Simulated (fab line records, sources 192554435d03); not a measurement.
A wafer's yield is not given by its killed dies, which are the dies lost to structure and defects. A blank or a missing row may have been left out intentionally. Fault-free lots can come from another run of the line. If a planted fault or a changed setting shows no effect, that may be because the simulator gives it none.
fab line records | flow n5Finfet | part 1 of 2: steps 1 to 15 of 25
record lots=5 | wafers=15 | lastDay=17
route steps=1938 shown FIN_CUT@163 STI_FIN_REVEAL@183
lots that met no fault: taken from a fault-free run of the same line
startH: hours from the record's opening day to when the first of the lot's shown wafers began | waitH: hours from the lot's prior step to this one | " repeats the value in the row above | L1.1+2: one row covering several wafers at once | - no value present, or no start provided | * or withheld: withheld | < > ~ a bound
route shown NAME@n: a module of which the file shows steps, and the number in the route of the first | usual: the fault-free wafers' mean and standard deviation | same: alike in all rows | chamber/n: place in a boat | sites: each site's reading | _std_site: how widely they spread, as a standard deviation | _edge_site: outer sites' mean less inner sites' | radiusMm: for every site, how far away it sits from the centre of the wafer | mask NAME#n: copy n | behind: the last tool/chamber to shape the wafer | hold: the reason the lot was held/the length of the hold in hours/how it ended | device: the transistor (n, p or np) that didn't switch | end of line: the route-end tests of the same wafers | a step without rows: its recipe alone | killed: the dies lost at the first sort to structure and to defects; this is not the yield of the wafer | map: a wafer's dies, x killed, . not, _ none there
set.NAME: the setting as run; set.NAME@STEP: as run at that earlier step | model.NAME: the simulator's own value behind a step, which no gauge read
a table for each step, a row for each wafer; lots at some steps of the route
services: when a tool's chamber went out of use (startH, in hours from the record's first day, below 0 if earlier), for how many hours, and the reason
## steps
# step N5_FIN_CUT_CD_MEAS_08
# recipe targetCdNm=29.1 | landingEnergyEv=500 | detector=seInlens | polarity=opening
# usual cdNm=29.10/0.22
lot.wafer | tool     | chamber | startH | waitH | cdNm
L077.2    | cdSem-02 | 0       | 45.85  | -     | 29.17
L077.4    | "        | 0       | "      | "     | 29.06
L077.5    | "        | 0       | "      | "     | 29.39
L086.4    | cdSem-01 | 0       | 103.73 | -     | 29.20
L086.5    | "        | 0       | "      | "     | 28.98
L086.6    | "        | 0       | "      | "     | 29.16
L091.1    | cdSem-03 | 0       | 129.31 | -     | 28.64
L091.3    | "        | 0       | "      | "     | 29.26
L091.5    | "        | 0       | "      | "     | 29.18
L093.2    | cdSem-02 | 0       | 146.89 | -     | 29.13
L093.3    | "        | 0       | "      | "     | 29.08
L093.5    | "        | 0       | "      | "     | 29.02
L094.2    | cdSem-01 | 0       | 147.57 | -     | 29.34
L094.5    | "        | 0       | "      | "     | 29.16
L094.6    | "        | 0       | "      | "     | 29.37
# step N5_FIN_CUT_OVL_MEAS_09
# recipe pointsPerWafer=522
# usual FIN_CUT_OVL=-0.3/0.76
lot.wafer | tool       | chamber | startH | waitH | FIN_CUT_OVL[nm]
L077.2    | overlay-01 | 0       | 45.89  | 0.0   | -0.4
L077.4    | "          | 0       | "      | "     | -0.6
L077.5    | "          | 0       | "      | "     | 0.5
L086.4    | overlay-01 | 0       | 103.78 | 0.0   | 0.6
L086.5    | "          | 0       | "      | "     | 0.2
L086.6    | "          | 0       | "      | "     | 1.0
L091.1    | overlay-01 | 0       | 129.34 | 0.0   | -1.0
L091.3    | "          | 0       | "      | "     | 0.2
L091.5    | "          | 0       | "      | "     | 0.3
L093.2    | overlay-02 | 0       | 146.93 | 0.0   | 0.0
L093.3    | "          | 0       | "      | "     | 0.5
L093.5    | "          | 0       | "      | "     | 0.6
L094.2    | overlay-02 | 0       | 147.60 | 0.0   | -0.6
L094.5    | "          | 0       | "      | "     | -0.5
L094.6    | "          | 0       | "      | "     | -1.3
# step N5_FIN_CUT_INSPECT_10
# recipe mode=adi | inspectInstrument=brightfield
# usual rawDefectCount=40/9.9
lot.wafer | tool             | chamber | startH | waitH | rawDefectCount
L077.2    | defectInspect-01 | -       | 45.94  | 0.0   | 18
L077.4    | "                | -       | "      | "     | 34
L077.5    | "                | -       | "      | "     | 26
L086.4    | defectInspect-01 | -       | 103.82 | 0.0   | 40
L086.5    | "                | -       | "      | "     | 47
L086.6    | "                | -       | "      | "     | 56
L091.1    | defectInspect-02 | -       | 129.40 | 0.1   | 27
L091.3    | "                | -       | "      | "     | 35
L091.5    | "                | -       | "      | "     | 36
L093.2    | defectInspect-01 | -       | 146.98 | 0.0   | 33
L093.3    | "                | -       | "      | "     | 33
L093.5    | "                | -       | "      | "     | 38
L094.2    | defectInspect-01 | -       | 147.66 | 0.0   | 45
L094.5    | "                | -       | "      | "     | 55
L094.6    | "                | -       | "      | "     | 41
# step N5_FIN_CUT_DESCUM_13
# recipe chemistry=O2 | timeS=7 | sourcePowerW=50 | biasPowerW=20 | pressureMtorr=20 | rfFrequencyHz=2.712e+07 | tempC=40 | resist=CAR-EUV | o2FlowSccm=225
# usual drypumpMotorCurrentA=5.9/0.58 | oesProductAu=0.74/0.071 | rfVppV=243.2/1.6 | showerheadPlenumPTorr=2.09/0.078 | throttleValvePct=20.44/0.19
# same timeS=7
lot.wafer | tool       | chamber | startH | waitH | drypumpMotorCurrentA | oesProductAu | rfHoursCounterH | rfVppV | showerheadPlenumPTorr | throttleValvePct
L077.2    | rieDiel-04 | 1       | 46.33  | 0.4   | 5.4                  | 0.69         | 220             | 243.4  | 2.15                  | 20.57
L077.4    | "          | 3       | "      | "     | 6.8                  | 0.71         | 170             | 241.9  | 2.00                  | 20.17
L077.5    | "          | 0       | "      | "     | 5.4                  | 0.81         | -               | 244.8  | 2.19                  | 20.50
L086.4    | rieDiel-03 | 0       | 103.85 | 0.0   | 5.1                  | 0.76         | 146             | 241.4  | 2.01                  | 20.26
L086.5    | "          | 1       | "      | "     | 6.1                  | 0.75         | -               | 244.5  | 2.20                  | 20.56
L086.6    | "          | 2       | "      | "     | 5.5                  | 0.74         | -               | 242.8  | 2.08                  | 20.47
L091.1    | rieDiel-01 | 1       | 129.43 | 0.0   | 4.7                  | 0.69         | 245             | 242.8  | 2.14                  | 20.72
L091.3    | "          | 0       | "      | "     | 5.9                  | 1.00         | 3               | 245.9  | 2.23                  | 20.12
L091.5    | "          | 3       | "      | "     | 6.2                  | 0.80         | -               | 242.2  | 2.02                  | 20.15
L093.2    | rieDiel-04 | 0       | 147.32 | 0.3   | 5.3                  | 0.78         | 148             | 245.2  | 2.18                  | 20.52
L093.3    | "          | 3       | "      | "     | 6.8                  | 0.69         | 200             | 241.8  | 1.99                  | 20.20
L093.5    | "          | 1       | "      | "     | 5.5                  | 0.67         | -               | 243.3  | 2.14                  | 20.60
L094.2    | rieDiel-01 | 0       | 147.76 | 0.1   | 5.8                  | 0.97         | 10              | 245.9  | 2.23                  | 20.15
L094.5    | "          | 3       | "      | "     | 6.2                  | 0.80         | -               | 240.6  | 2.02                  | 20.19
L094.6    | "          | 0       | "      | "     | 5.8                  | 0.97         | -               | 245.9  | 2.23                  | 20.14
# step N5_FIN_CUT_ETCH_30
# recipe chemistry=N2/H2 | target=underlayer | targetDepthA=130 | maskMaterial=CAR-EUV | timeS=10.4 | ionEnergyEv=200 | pressureMtorr=30 | sourceW=840 | biasW=150 | n2FlowSccm=200 | h2FlowSccm=200 | ends=cleared
# usual drypumpMotorCurrentA=5.9/0.58 | etchRfOnTimeS=10.40/0.11 | oesProductAu=0.64/0.059 | rfVppV=523.9/2.9 | showerheadPlenumPTorr=2.54/0.098 | throttleValvePct=17.88/0.22
lot.wafer | tool       | chamber | startH | waitH | drypumpMotorCurrentA | etchRfOnTimeS | oesProductAu | rfHoursCounterH | rfVppV | showerheadPlenumPTorr | throttleValvePct
L077.2    | rieDiel-04 | 1       | 46.37  | 0.0   | 5.4                  | 10.39         | 0.60         | 220             | 525.4  | 2.61                  | 17.95
L077.4    | "          | 3       | "      | "     | 6.7                  | 10.39         | 0.61         | 170             | 520.2  | 2.43                  | 17.55
L077.5    | "          | 0       | "      | "     | 5.4                  | 10.33         | 0.69         | -               | 527.7  | 2.67                  | 18.00
L086.4    | rieDiel-03 | 0       | 103.89 | 0.0   | 5.1                  | 10.39         | 0.64         | 146             | 521.1  | 2.44                  | 17.63
L086.5    | "          | 1       | "      | "     | 6.1                  | 10.65         | 0.63         | -               | 528.2  | 2.66                  | 17.87
L086.6    | "          | 2       | "      | "     | 5.5                  | 10.53         | 0.64         | -               | 524.1  | 2.53                  | 18.07
L091.1    | rieDiel-01 | 1       | 129.47 | 0.0   | 4.7                  | 10.47         | 0.59         | 245             | 527.9  | 2.61                  | 18.20
L091.3    | "          | 0       | "      | "     | 5.9                  | 10.15         | 0.86         | 3               | 527.9  | 2.71                  | 17.47
L091.5    | "          | 3       | "      | "     | 6.3                  | 10.23         | 0.69         | -               | 521.0  | 2.46                  | 17.67
L093.2    | rieDiel-04 | 0       | 147.35 | 0.0   | 5.4                  | 10.41         | 0.67         | 148             | 526.3  | 2.65                  | 18.06
L093.3    | "          | 3       | "      | "     | 6.7                  | 10.42         | 0.60         | 200             | 520.6  | 2.42                  | 17.60
L093.5    | "          | 1       | "      | "     | 5.4                  | 10.49         | 0.58         | -               | 525.0  | 2.60                  | 18.05
L094.2    | rieDiel-01 | 0       | 147.80 | 0.0   | 5.8                  | 10.34         | 0.83         | 10              | 527.4  | 2.71                  | 17.50
L094.5    | "          | 3       | "      | "     | 6.2                  | 10.26         | 0.68         | -               | 521.2  | 2.46                  | 17.65
L094.6    | "          | 0       | "      | "     | 5.8                  | 10.25         | 0.82         | -               | 528.8  | 2.71                  | 17.50
# step N5_FIN_CUT_ETCH_20
# recipe chemistry=CF4 | target=SiARC | targetDepthA=260 | maskMaterial=CAR-EUV | timeS=43.3 | ionEnergyEv=80 | pressureMtorr=40 | sourceW=545 | biasW=36 | Ar_flow_sccm=100 | cf4FlowSccm=100 | ends=cleared
# usual cf4FlowSccm=100.01/0.29 | drypumpMotorCurrentA=5.9/0.58 | etchRfOnTimeS=43.2/0.53 | oesProductAu=0.64/0.06 | rfVppV=184.0/1.2 | showerheadPlenumPTorr=2.14/0.078 | throttleValvePct=15.67/0.19
lot.wafer | tool       | chamber | startH | waitH | cf4FlowSccm | drypumpMotorCurrentA | etchRfOnTimeS | oesProductAu | rfHoursCounterH | rfVppV | showerheadPlenumPTorr | throttleValvePct
L077.2    | rieDiel-04 | 1       | 46.39  | 0.0   | 99.88       | 5.4                  | 42.9          | 0.60         | 220             | 183.5  | 2.21                  | 15.87
L077.4    | "          | 3       | "      | "     | 100.15      | 6.8                  | 43.0          | 0.62         | 170             | 183.6  | 2.05                  | 15.45
L077.5    | "          | 0       | "      | "     | 99.92       | 5.3                  | 43.3          | 0.69         | -               | 185.1  | 2.24                  | 15.69
L086.4    | rieDiel-03 | 0       | 103.91 | 0.0   | 100.38      | 5.1                  | 42.5          | 0.65         | 146             | 184.4  | 2.07                  | 15.49
L086.5    | "          | 1       | "      | "     | 99.64       | 6.1                  | 43.0          | 0.65         | -               | 186.0  | 2.24                  | 15.68
L086.6    | "          | 2       | "      | "     | 99.61       | 5.5                  | 42.7          | 0.64         | -               | 184.2  | 2.14                  | 15.72
L091.1    | rieDiel-01 | 1       | 129.49 | 0.0   | 100.13      | 4.7                  | 44.1          | 0.58         | 245             | 184.3  | 2.20                  | 15.97
L091.3    | "          | 0       | "      | "     | 99.84       | 5.9                  | 42.1          | 0.86         | 3               | 186.5  | 2.28                  | 15.26
L091.5    | "          | 3       | "      | "     | 99.70       | 6.2                  | 42.6          | 0.68         | -               | 183.2  | 2.07                  | 15.37
L093.2    | rieDiel-04 | 0       | 147.37 | 0.0   | 99.83       | 5.4                  | 43.1          | 0.67         | 148             | 185.2  | 2.23                  | 15.75
L093.3    | "          | 3       | "      | "     | 100.58      | 6.8                  | 43.2          | 0.59         | 200             | 183.0  | 2.04                  | 15.51
L093.5    | "          | 1       | "      | "     | 99.73       | 5.4                  | 43.7          | 0.58         | -               | 184.6  | 2.20                  | 15.93
L094.2    | rieDiel-01 | 0       | 147.82 | 0.0   | 99.90       | 5.9                  | 41.8          | 0.83         | 10              | 184.7  | 2.27                  | 15.28
L094.5    | "          | 3       | "      | "     | 100.05      | 6.2                  | 42.6          | 0.68         | -               | 182.6  | 2.07                  | 15.39
L094.6    | "          | 0       | "      | "     | 99.79       | 5.8                  | 42.1          | 0.83         | -               | 185.1  | 2.27                  | 15.28
# step N5_FIN_CUT_ETCH_21
# recipe chemistry=N2/H2 | target=SOC | targetDepthA=2190 | overetchA=438 | maskMaterial=SiARC | tempC=40 | ionEnergyEv=100 | biasW=61 | timeS=523.5 | pressureMtorr=30 | sourceW=850 | n2FlowSccm=200 | h2FlowSccm=200
# usual drypumpMotorCurrentA=5.9/0.58 | oesProductAu=0.69/0.061 | rfVppV=240.7/1.5 | showerheadPlenumPTorr=2.54/0.098 | throttleValvePct=17.84/0.21
# same timeS=523.5
lot.wafer | tool       | chamber | startH | waitH | drypumpMotorCurrentA | oesProductAu | rfHoursCounterH | rfVppV | showerheadPlenumPTorr | throttleValvePct
L077.2    | rieDiel-04 | 1       | 46.43  | 0.0   | 5.4                  | 0.65         | 220             | 242.0  | 2.61                  | 17.94
L077.4    | "          | 3       | "      | "     | 6.8                  | 0.66         | 170             | 240.1  | 2.43                  | 17.51
L077.5    | "          | 0       | "      | "     | 5.3                  | 0.74         | -               | 242.4  | 2.67                  | 17.96
L086.4    | rieDiel-03 | 0       | 103.94 | 0.0   | 5.1                  | 0.69         | 146             | 238.7  | 2.44                  | 17.59
L086.5    | "          | 1       | "      | "     | 6.1                  | 0.69         | -               | 240.9  | 2.66                  | 17.81
L086.6    | "          | 2       | "      | "     | 5.5                  | 0.69         | -               | 240.6  | 2.53                  | 17.99
L091.1    | rieDiel-01 | 1       | 129.52 | 0.0   | 4.7                  | 0.63         | 245             | 242.0  | 2.61                  | 18.16
L091.3    | "          | 0       | "      | "     | 5.8                  | 0.91         | 3               | 243.4  | 2.71                  | 17.44
L091.5    | "          | 3       | "      | "     | 6.2                  | 0.73         | -               | 239.3  | 2.46                  | 17.58
L093.2    | rieDiel-04 | 0       | 147.41 | 0.0   | 5.4                  | 0.72         | 148             | 242.0  | 2.65                  | 17.99
L093.3    | "          | 3       | "      | "     | 6.7                  | 0.64         | 201             | 239.0  | 2.42                  | 17.59
L093.5    | "          | 1       | "      | "     | 5.4                  | 0.63         | -               | 241.5  | 2.59                  | 17.98
L094.2    | rieDiel-01 | 0       | 147.86 | 0.0   | 5.8                  | 0.88         | 11              | 244.9  | 2.71                  | 17.46
L094.5    | "          | 3       | "      | "     | 6.2                  | 0.73         | -               | 240.3  | 2.46                  | 17.58
L094.6    | "          | 0       | "      | "     | 5.9                  | 0.88         | -               | 241.8  | 2.71                  | 17.44
# step N5_FIN_CUT_STRIP_23
# recipe chemistry=N2/H2 | tempC=40 | n2FlowSccm=200 | h2FlowSccm=200 | rfFrequencyHz=6e+07
lot.wafer  | tool       | chamber | startH | waitH
L077.2+4+5 | rieDiel-04 | 1,3,0   | 46.73  | 0.2
L086.4+5+6 | rieDiel-03 | 0,1,2   | 104.25 | 0.2
L091.1+3+5 | rieDiel-01 | 1,0,3   | 129.83 | 0.2
L093.2+3+5 | rieDiel-04 | 0,3,1   | 147.72 | 0.2
L094.2+5+6 | rieDiel-01 | 0,3,0   | 148.16 | 0.2
# step N5_FIN_CUT_STRIP_31
# recipe chemistry=N2/H2 | tempC=40 | n2FlowSccm=200 | h2FlowSccm=200 | rfFrequencyHz=6e+07
lot.wafer  | tool       | chamber | startH | waitH
L077.2+4+5 | rieDiel-04 | 1,3,0   | 46.74  | 0.0
L086.4+5+6 | rieDiel-03 | 0,1,2   | 104.26 | 0.0
L091.1+3+5 | rieDiel-01 | 1,0,3   | 129.84 | 0.0
L093.2+3+5 | rieDiel-04 | 0,3,1   | 147.73 | 0.0
L094.2+5+6 | rieDiel-01 | 0,3,0   | 148.17 | 0.0
# step N5_FIN_CUT_STRIP_24
# recipe chemistry=CF4 | resist=SiARC | powerW=300 | biasPowerW=75 | pressureMtorr=50 | cf4FlowSccm=150 | rfFrequencyHz=6e+07
# usual cf4FlowSccm=149.9/0.45 | drypumpMotorCurrentA=5.9/0.57 | oesProductAu=0.74/0.065 | rfVppV=271.1/1.7 | showerheadPlenumPTorr=1.80/0.063 | throttleValvePct=13.66/0.19
lot.wafer | tool       | chamber | startH | waitH | cf4FlowSccm | drypumpMotorCurrentA | oesProductAu | rfHoursCounterH | rfVppV | showerheadPlenumPTorr | throttleValvePct
L077.2    | rieDiel-04 | 1       | 46.75  | 0.0   | 149.9       | 5.4                  | 0.70         | 221             | 273.2  | 1.84                  | 13.83
L077.4    | "          | 3       | "      | "     | 150.5       | 6.7                  | 0.71         | 170             | 269.8  | 1.72                  | 13.48
L077.5    | "          | 0       | "      | "     | 149.4       | 5.4                  | 0.79         | -               | 273.3  | 1.87                  | 13.63
L086.4    | rieDiel-03 | 0       | 104.27 | 0.0   | 149.3       | 5.1                  | 0.74         | 146             | 270.5  | 1.73                  | 13.46
L086.5    | "          | 1       | "      | "     | 150.6       | 6.1                  | 0.74         | -               | 273.7  | 1.87                  | 13.67
L086.6    | "          | 2       | "      | "     | 149.8       | 5.4                  | 0.74         | -               | 271.2  | 1.79                  | 13.69
L091.1    | rieDiel-01 | 1       | 129.85 | 0.0   | 150.8       | 4.7                  | 0.68         | 245             | 270.5  | 1.84                  | 13.95
L091.3    | "          | 0       | "      | "     | 149.6       | 5.9                  | 0.97         | 3               | 272.9  | 1.91                  | 13.23
L091.5    | "          | 3       | "      | "     | 150.2       | 6.2                  | 0.79         | -               | 271.1  | 1.74                  | 13.36
L093.2    | rieDiel-04 | 0       | 147.74 | 0.0   | 149.7       | 5.4                  | 0.77         | 148             | 273.9  | 1.87                  | 13.69
L093.3    | "          | 3       | "      | "     | 150.1       | 6.8                  | 0.68         | 201             | 268.7  | 1.72                  | 13.55
L093.5    | "          | 1       | "      | "     | 149.0       | 5.4                  | 0.67         | -               | 271.2  | 1.83                  | 13.92
L094.2    | rieDiel-01 | 0       | 148.18 | 0.0   | 150.4       | 5.8                  | 0.95         | 11              | 274.5  | 1.91                  | 13.25
L094.5    | "          | 3       | "      | "     | 149.4       | 6.2                  | 0.78         | -               | 270.4  | 1.74                  | 13.36
L094.6    | "          | 0       | "      | "     | 150.3       | 5.9                  | 0.95         | -               | 273.5  | 1.91                  | 13.24
# step N5_FIN_CUT_CUT_ETCH_26
# recipe chemistry=CH3F/O2 | target=SiNx | targetDepthA=390 | maskMaterial=SOC | timeS=55.7 | pressureMtorr=30 | sourceW=395 | biasW=73 | Ar_flow_sccm=150 | CH3F_flow_sccm=30 | O2_flow_sccm=20 | ionEnergyEv=120
# usual drypumpMotorCurrentA=5.9/0.58 | oesProductAu=0.74/0.07 | rfVppV=297/3.3 | showerheadPlenumPTorr=2.00/0.077 | throttleValvePct=16.42/0.21
# same timeS=55.7
lot.wafer | tool       | chamber | startH | waitH | drypumpMotorCurrentA | oesProductAu | rfHoursCounterH | rfVppV | showerheadPlenumPTorr | throttleValvePct
L077.2    | rieDiel-04 | 1       | 46.77  | 0.0   | 5.4                  | 0.71         | 221             | 297    | 2.07                  | 16.63
L077.4    | "          | 3       | "      | "     | 6.7                  | 0.71         | 170             | 294    | 1.91                  | 16.19
L077.5    | "          | 0       | "      | "     | 5.4                  | 0.81         | -               | 295    | 2.10                  | 16.44
L086.4    | rieDiel-03 | 0       | 104.29 | 0.0   | 5.1                  | 0.75         | 146             | 293    | 1.92                  | 16.21
L086.5    | "          | 1       | "      | "     | 6.1                  | 0.75         | -               | 302    | 2.09                  | 16.40
L086.6    | "          | 2       | "      | "     | 5.5                  | 0.74         | -               | 297    | 2.00                  | 16.46
L091.1    | rieDiel-01 | 1       | 129.87 | 0.0   | 4.7                  | 0.69         | 245             | 299    | 2.06                  | 16.74
L091.3    | "          | 0       | "      | "     | 5.9                  | 0.99         | 3               | 294    | 2.13                  | 16.00
L091.5    | "          | 3       | "      | "     | 6.2                  | 0.81         | -               | 302    | 1.94                  | 16.13
L093.2    | rieDiel-04 | 0       | 147.76 | 0.0   | 5.4                  | 0.78         | 148             | 296    | 2.09                  | 16.50
L093.3    | "          | 3       | "      | "     | 6.8                  | 0.70         | 201             | 295    | 1.90                  | 16.23
L093.5    | "          | 1       | "      | "     | 5.4                  | 0.67         | -               | 300    | 2.06                  | 16.69
L094.2    | rieDiel-01 | 0       | 148.20 | 0.0   | 5.8                  | 0.97         | 11              | 294    | 2.13                  | 16.03
L094.5    | "          | 3       | "      | "     | 6.2                  | 0.79         | -               | 302    | 1.93                  | 16.15
L094.6    | "          | 0       | "      | "     | 5.8                  | 0.96         | -               | 293    | 2.13                  | 16.02
# step N5_FIN_CUT_CUT_ETCH_27
# recipe chemistry=CHF3/O2 | target=SiO2 | targetDepthA=40 | maskMaterial=SOC | overetchA=20 | timeS=4.9 | pressureMtorr=30 | sourceW=650 | biasW=170 | Ar_flow_sccm=200 | CHF3_flow_sccm=50 | O2_flow_sccm=5 | ionEnergyEv=200
# usual drypumpMotorCurrentA=5.9/0.58 | oesProductAu=0.59/0.052 | rfVppV=524/5.9 | showerheadPlenumPTorr=2.41/0.09 | throttleValvePct=18.88/0.2
# same timeS=4.9
lot.wafer | tool       | chamber | startH | waitH | drypumpMotorCurrentA | oesProductAu | rfHoursCounterH | rfVppV | showerheadPlenumPTorr | throttleValvePct
L077.2    | rieDiel-04 | 1       | 46.81  | 0.0   | 5.4                  | 0.55         | 221             | 526    | 2.49                  | 19.08
L077.4    | "          | 3       | "      | "     | 6.8                  | 0.57         | 170             | 517    | 2.31                  | 18.60
L077.5    | "          | 0       | "      | "     | 5.4                  | 0.64         | -               | 519    | 2.52                  | 18.92
L086.4    | rieDiel-03 | 0       | 104.33 | 0.0   | 5.2                  | 0.59         | 146             | 518    | 2.32                  | 18.62
L086.5    | "          | 1       | "      | "     | 6.1                  | 0.59         | -               | 535    | 2.51                  | 18.87
L086.6    | "          | 2       | "      | "     | 5.4                  | 0.59         | -               | 522    | 2.41                  | 18.94
L091.1    | rieDiel-01 | 1       | 129.91 | 0.0   | 4.7                  | 0.54         | 245             | 526    | 2.48                  | 19.19
L091.3    | "          | 0       | "      | "     | 5.9                  | 0.78         | 3               | 517    | 2.56                  | 18.49
L091.5    | "          | 3       | "      | "     | 6.2                  | 0.62         | -               | 535    | 2.34                  | 18.60
L093.2    | rieDiel-04 | 0       | 147.80 | 0.0   | 5.4                  | 0.62         | 148             | 520    | 2.51                  | 18.98
L093.3    | "          | 3       | "      | "     | 6.8                  | 0.55         | 201             | 517    | 2.29                  | 18.67
L093.5    | "          | 1       | "      | "     | 5.4                  | 0.54         | -               | 528    | 2.48                  | 19.16
L094.2    | rieDiel-01 | 0       | 148.25 | 0.0   | 5.8                  | 0.75         | 11              | 517    | 2.56                  | 18.52
L094.5    | "          | 3       | "      | "     | 6.2                  | 0.63         | -               | 534    | 2.33                  | 18.60
L094.6    | "          | 0       | "      | "     | 5.9                  | 0.74         | -               | 518    | 2.56                  | 18.51
# step N5_FIN_CUT_PRECLEAN_35
# recipe timeS=13.3 | tempC=45 | pressureTorr=125 | pHfTorr=3 | pCoreactantTorr=25 | chemistry=vHF
# usual drypumpMotorCurrentA=5.9/0.47 | pressureTorr=125.02/0.28
# same timeS=13.3
lot.wafer | tool         | chamber | startH | waitH | drypumpMotorCurrentA | pressureTorr
L077.2    | vaporEtch-01 | 1       | 46.88  | 0.0   | 5.9                  | 125.35
L077.4    | "            | 1       | "      | "     | 5.8                  | 125.54
L077.5    | "            | 0       | "      | "     | 6.2                  | 125.02
L086.4    | vaporEtch-01 | 0       | 104.42 | 0.1   | 6.2                  | 125.28
L086.5    | "            | 1       | "      | "     | 5.9                  | 125.21
L086.6    | "            | 0       | "      | "     | 6.2                  | 125.37
L091.1    | vaporEtch-02 | 0       | 129.98 | 0.0   | 6.4                  | 124.88
L091.3    | "            | 1       | "      | "     | 5.0                  | 124.63
L091.5    | "            | 0       | "      | "     | 6.3                  | 125.10
L093.2    | vaporEtch-02 | 0       | 147.88 | 0.1   | 6.4                  | 125.26
L093.3    | "            | 1       | "      | "     | 5.0                  | 125.16
L093.5    | "            | 0       | "      | "     | 6.4                  | 125.03
L094.2    | vaporEtch-02 | 1       | 148.31 | 0.0   | 5.0                  | 124.95
L094.5    | "            | 0       | "      | "     | 6.3                  | 125.19
L094.6    | "            | 1       | "      | "     | 5.0                  | 124.97
# step N5_FIN_CUT_CUT_ETCH_15
# recipe chemistry=HBr/Cl2/O2 | target=Si | targetDepthA=1000 | btTimeS=10 | maskMaterial=SOC | timeS=42.4 | ionEnergyEv=* | biasW=* | pressureMtorr=10 | icpW=800 | HBr_flow_sccm=150 | Cl2_flow_sccm=80 | O2_flow_sccm=12
# usual drypumpMotorCurrentA=5.8/0.6 | heBacksideLeakSccm=2.7/0.4 | oesProductAu=0.997/0.017 | throttleValvePct=37.28/0.2
# same timeS=42.4
lot.wafer | tool     | chamber | startH | waitH | drypumpMotorCurrentA | heBacksideLeakSccm | oesProductAu | rfHoursCounterH | throttleValvePct
L077.2    | rieSi-02 | 1       | 46.96  | 0.1   | 5.7                  | 2.6                | 1.004        | 67              | 37.37
L077.4    | "        | 0       | "      | "     | 5.0                  | 2.8                | 1.008        | 21              | 36.94
L077.5    | "        | 1       | "      | "     | 5.7                  | 2.8                | 0.992        | -               | 37.38
L086.4    | rieSi-02 | 0       | 104.48 | 0.0   | 4.9                  | 2.6                | 1.008        | 23              | 36.94
L086.5    | "        | 1       | "      | "     | 5.7                  | 2.5                | 0.998        | -               | 37.36
L086.6    | "        | 2       | "      | "     | 6.7                  | 3.1                | 1.011        | -               | 37.56
L091.1    | rieSi-02 | 2       | 130.06 | 0.1   | 6.7                  | 3.1                | 1.007        | 1               | 37.60
L091.3    | "        | 1       | "      | "     | 5.7                  | 2.4                | 1.004        | 69              | 37.37
L091.5    | "        | 0       | "      | "     | 5.0                  | 2.7                | 1.011        | -               | 36.92
L093.2    | rieSi-02 | 1       | 147.96 | 0.1   | 5.7                  | 2.6                | 1.001        | 69              | 37.37
L093.3    | "        | 2       | "      | "     | 6.7                  | 2.9                | 1.013        | 1               | 37.60
L093.5    | "        | 3       | "      | "     | 6.6                  | 2.4                | 0.968        | -               | 37.34
L094.2    | rieSi-02 | 3       | 148.40 | 0.1   | 6.6                  | 2.4                | 0.964        | 27              | 37.34
L094.5    | "        | 3       | "      | "     | 6.6                  | 2.4                | 0.968        | -               | 37.37
L094.6    | "        | 2       | "      | "     | 6.7                  | 3.0                | 1.022        | -               | 37.57
# step N5_FIN_CUT_CUT_ETCH_28
# recipe chemistry=HBr/Cl2/O2 | target=Si | targetDepthA=60 | maskMaterial=SOC | timeS=2.4 | ionEnergyEv=* | biasW=* | pressureMtorr=10 | icpW=800 | HBr_flow_sccm=150 | Cl2_flow_sccm=80 | O2_flow_sccm=12
# usual drypumpMotorCurrentA=5.8/0.6 | heBacksideLeakSccm=2.7/0.42 | oesProductAu=0.997/0.017 | throttleValvePct=37.28/0.2
# same timeS=2.4
lot.wafer | tool     | chamber | startH | waitH | drypumpMotorCurrentA | heBacksideLeakSccm | oesProductAu | rfHoursCounterH | throttleValvePct
L077.2    | rieSi-02 | 1       | 47.02  | 0.0   | 5.7                  | 2.6                | 1.001        | 67              | 37.37
L077.4    | "        | 0       | "      | "     | 4.9                  | 2.6                | 1.018        | 21              | 36.93
L077.5    | "        | 1       | "      | "     | 5.7                  | 2.6                | 1.003        | -               | 37.36
L086.4    | rieSi-02 | 0       | 104.54 | 0.0   | 4.9                  | 2.7                | 1.016        | 23              | 36.94
L086.5    | "        | 1       | "      | "     | 5.7                  | 2.6                | 1.007        | -               | 37.38
L086.6    | "        | 2       | "      | "     | 6.7                  | 3.2                | 1.018        | -               | 37.56
L091.1    | rieSi-02 | 2       | 130.12 | 0.0   | 6.7                  | 3.1                | 1.012        | 1               | 37.57
L091.3    | "        | 1       | "      | "     | 5.7                  | 2.8                | 0.998        | 69              | 37.36
L091.5    | "        | 0       | "      | "     | 5.0                  | 2.6                | 1.005        | -               | 36.94
L093.2    | rieSi-02 | 1       | 148.01 | 0.0   | 5.7                  | 2.6                | 1.004        | 69              | 37.36
L093.3    | "        | 2       | "      | "     | 6.7                  | 3.0                | 1.017        | 1               | 37.58
L093.5    | "        | 3       | "      | "     | 6.5                  | 2.4                | 0.967        | -               | 37.34
L094.2    | rieSi-02 | 3       | 148.45 | 0.0   | 6.6                  | 2.3                | 0.967        | 27              | 37.33
L094.5    | "        | 3       | "      | "     | 6.6                  | 2.3                | 0.971        | -               | 37.34
L094.6    | "        | 2       | "      | "     | 6.7                  | 3.0                | 1.018        | -               | 37.58
